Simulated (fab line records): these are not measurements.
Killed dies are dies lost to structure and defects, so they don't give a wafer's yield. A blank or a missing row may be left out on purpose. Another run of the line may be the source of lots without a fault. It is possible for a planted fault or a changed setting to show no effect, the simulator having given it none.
Split-lot experiment ; flow n5Finfet ; route with 1938 steps; 7 lots, 21 wafers read

## SPLIT DETAILS
At N5_BEOL_M10_COAT_64 (time 60 s, resist thk 30 nm), the setting spinRpm was moved away from the recipe's 1500 rpm on 7 of the 21 wafers read, by -10.3% to +8.2%. This setting was run at the recipe's value on the other wafers.

## FROM THE SPLIT TO THE READING: what the file shows between them, 5 steps
- N5_BEOL_M10_EXPOSE_25: exposes mask V9 (also split here: doseMj)
- N5_BEOL_M10_PEB_26: peb time 60 s
- N5_BEOL_M10_DEVELOP_27: develop time 30 s
- N5_BEOL_M10_CD_MEAS_28: target cd 70 nm
- N5_BEOL_M10_DESCUM_33: chemistry O2, time 7.9 s

## THE READING
CAR-ArF_of_BEOL_M10_COAT_22.thkNm (the simulator's own value, which no gauge read), in nm, at N5_BEOL_M10_ETCH_65 (etches SiARC in CF4, target depth 39 nm, time 65 s). No usual value for it is given in the file. Here, 14 wafers ran the recipe; their average is 55.5 nm with a standard deviation of 0.3 nm.

wafer;tool, chamber at the split;spinRpm as run, rpm;against the recipe;CAR-ArF_of_BEOL_M10_COAT_22.thkNm, nm;against lot-mates on the recipe
L079.2;lithoTrack-05, 0;1500;recipe;56;-
L079.5;lithoTrack-05, 0;1500;recipe;55.8;-
L079.6;lithoTrack-05, 0;1410;-6.0%;55.2;-0.7
L081.1;lithoTrack-03, 0;1500;recipe;55.4;-
L081.3;lithoTrack-03, 0;1500;recipe;55.2;-
L081.5;lithoTrack-03, 0;1500;recipe;55.2;-
L084.2;lithoTrack-01, 0;1500;recipe;55.2;-
L084.5;lithoTrack-01, 0;1500;recipe;55.2;-
L084.6;lithoTrack-01, 0;1500;recipe;55.4;-
L083.1;lithoTrack-03, 0;1441;-3.9%;55;-1.0
L083.3;lithoTrack-03, 0;1500;recipe;56;-
L083.4;lithoTrack-03, 0;1441;-3.9%;54.8;-1.2
L091.2;lithoTrack-05, 0;1500;recipe;55.8;-
L091.4;lithoTrack-05, 0;1500;recipe;55.4;-
L091.6;lithoTrack-05, 0;1345;-10.3%;54;-1.6
L094.1;lithoTrack-03, 0;1623;+8.2%;56.4;+1.1
L094.2;lithoTrack-03, 0;1500;recipe;55.4;-
L094.3;lithoTrack-03, 0;1500;recipe;55.2;-
L095.1;lithoTrack-03, 0;1500;recipe;55.8;-
L095.2;lithoTrack-03, 0;1401;-6.6%;54.4;-1.4
L095.3;lithoTrack-03, 0;1401;-6.6%;54.2;-1.6

THE FIT
A straight line over all 21 wafers: CAR-ArF_of_BEOL_M10_COAT_22.thkNm changes by +0.136 nm for each +1% of spinRpm; r = +0.86; the points scatter about the line by 0.31 nm.
The same after taking each lot's own level away (the mean of its wafers on the recipe; 21 wafers): +0.172 nm for each +1%; r = +0.95; scatter 0.23 nm.
Per that fit: largest spinRpm move, reading shift of 1.8 nm.
Measured against the standard deviation above, the lots' own levels, which go from 55.27 to 56.00 nm, span 2.4 times it.
So the slope is not independent of the lot-to-lot level: the two fits are not the same.
Check: -1.95 nm against its lot-mates is what the line predicts for one of the wafers moved furthest among these (-10.3%) when that wafer is left out of the fit. It came out at -1.6 nm against them.

## FURTHER SPLITS ON THESE WAFERS
Before the reading, these wafers also passed through other splits. Each is held against what the fit with the lots' levels taken away leaves over:
other split on the same wafers;wafers away from the commonest value;r with CAR-ArF_of_BEOL_M10_COAT_22.thkNm (lot level and that fit taken away)
N5_BEOL_M7_TRENCH_ETCH_37 sourceW;5;-0.36
N5_BEOL_M9_TRENCH_ETCH_37 sourceW;6;-0.30
N5_BEOL_M10_EXPOSE_25 doseMj;4;-0.22

## THE WHOLE CHAIN: every reading that the file lists as answering this split, in the file's order
step;what it does;reading;change (the file's fit);r (the file's)
N5_BEOL_M10_COAT_64;time 60 s, resist thk 30 nm;SiARC_of_BEOL_M10_COAT_64.thkNm (the simulator's own value, which no gauge read);-0.157 nm for each +1% of the setting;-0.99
N5_BEOL_M10_ETCH_65;etches SiARC in CF4, target depth 39 nm, time 65 s;etch.depthNm (the simulator's own value, which no gauge read);-0.155 nm for each +1% of the setting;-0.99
N5_BEOL_M10_ETCH_65;etches SiARC in CF4, target depth 39 nm, time 65 s;CAR-ArF_of_BEOL_M10_COAT_22.thkNm (the simulator's own value, which no gauge read);+0.163 nm for each +1% of the setting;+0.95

## THE FILE'S OWN FIT
CAR-ArF_of_BEOL_M10_COAT_22.thkNm changes by +0.163 nm for each +1% of spinRpm, r = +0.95.
